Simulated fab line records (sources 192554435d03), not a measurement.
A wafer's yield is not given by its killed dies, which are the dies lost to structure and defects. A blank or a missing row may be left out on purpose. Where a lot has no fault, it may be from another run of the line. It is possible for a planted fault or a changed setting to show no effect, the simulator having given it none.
2 desks, one fault / flow n5 finfet / every desk sees just its own numbers, and what lay behind them comes last

## THE METROLOGY DESK
What the gauges read, lot by lot, whatever tool the lot ran on: means of the sampled wafers that have a number. If a lot's mean is further than 4 standard deviations from the usual mean, the lot is out of limits and carries the mark OUT (the distance appears in the brackets). It has 17 readings, of which 7 appear: the earliest out of limits, and the ones furthest out on some lot.
Columns: A = IOFF_N at N5_BEOL_M4_RC_MEAS_101, usual 0.167 nA/um; B = IOFF_N_85C at N5_BEOL_M4_RC_MEAS_101, usual 3.2 nA/um; C = IOFF_N_LIN at N5_BEOL_M4_RC_MEAS_101, usual 0.076 nA/um; D = IOFF_N_LONG at N5_BEOL_M4_RC_MEAS_101, usual 5.57e-05 nA/um; E = VT_N at N5_BEOL_M4_RC_MEAS_101, usual 249 mV; F = VT_N_LONG at N5_BEOL_M4_RC_MEAS_101, usual 274.3 mV; G = VT_P_LVT at N5_BEOL_M4_RC_MEAS_101, usual -99 mV
lot=L559; first seen here=day 4 03:47; A=0.157; B=3.1; C=0.073; D=5.55e-05; E=248; F=274.6; G=-101
lot=L563; first seen here=day 5 04:35; A=0.156; B=3.1; C=0.072; D=5.56e-05; E=249; F=275.4; G=-99
lot=L565; first seen here=day 5 15:29; A=0.178; B=3.4; C=0.083; D=6.08e-05; E=245; F=271.0; G=-91
lot=L569; first seen here=day 6 23:31; A=0.166; B=3.3; C=0.078; D=5.73e-05; E=249; F=271.7; G=-96
lot=L572; first seen here=day 8 03:38; A=0.191; B=3.7; C=0.087; D=5.62e-05; E=248; F=272.6; G=-96
lot=L574; first seen here=day 8 08:22; A=0.160; B=3.2; C=0.072; D=5.12e-05; E=251; F=277.0; G=-104
lot=L577; first seen here=day 8 20:44; A=33.280 (+99 or more) OUT; B=276.5 (+99 or more) OUT; C=15.478 (+99 or more) OUT; D=1.13e-02 (+99 or more) OUT; E=96 (-46) OUT; F=120.7 (-73) OUT; G=-254 (-46) OUT
lot=L578; first seen here=day 8 23:20; A=27.072 (+99 or more) OUT; B=232.4 (+99 or more) OUT; C=12.805 (+99 or more) OUT; D=8.46e-03 (+99 or more) OUT; E=103 (-44) OUT; F=129.6 (-69) OUT; G=-254 (-46) OUT
lot=L580; first seen here=day 9 14:47; A=0.159; B=3.1; C=0.072; D=5.51e-05; E=250; F=275.7; G=-99
lot=L581; first seen here=day 10 00:28; A=0.146; B=2.9; C=0.070; D=5.52e-05; E=250; F=274.1; G=-99
Per this desk, out of limits: L577, L578; the first was L577, day 12 22:46 (IOFF_N at N5_BEOL_M4_RC_MEAS_101). In limits: L559, L563, L565, L569, L572, L574, L580, L581.

## TOOL OWNER'S DESK, wet bench-06
The tool's own readings at N5_HKMG_FIN_WET_ETCH_76 (etches Al2O3 in dNH4OH, stops on La2O3, target depth 2.25 nm, rinse time 30 s): means of the sampled wafers that have a number, for each lot that ran on this tool. If a lot's mean is further than 4 standard deviations from the usual mean, the lot is out of limits and carries the mark OUT (the distance appears in the brackets).
Columns: A = bath heat duty pct at N5_HKMG_FIN_WET_ETCH_76, usual 6.4 %; B = rinse temp c at N5_HKMG_FIN_WET_ETCH_76, usual 23.01 C
lot=L563; first seen here=day 5 05:29; A=6.7; B=23.01
lot=L572; first seen here=day 8 04:31; A=6.2; B=23.02
lot=L581; first seen here=day 10 01:41; A=6.2; B=22.98
This desk found nothing out of limits on any of the 3 lots.

## ALL TOGETHER
On L577, L578, the metrology desk was in a position to raise an alarm at day 12 22:46.
The desk of the tool owner found nothing out of limits.
The tool owner's desk has no number on record for L577, L578.
The lots listed all ran N5_HKMG_FIN_WET_ETCH_76 on wet bench-06.

## WHAT THE SIMULATOR HAD INSERTED
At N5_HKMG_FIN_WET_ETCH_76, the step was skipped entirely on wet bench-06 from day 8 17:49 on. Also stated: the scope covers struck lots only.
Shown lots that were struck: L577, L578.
Per desk, hours elapsed from the start of the fault to the first reading out of limits: for the metrology desk, 101.
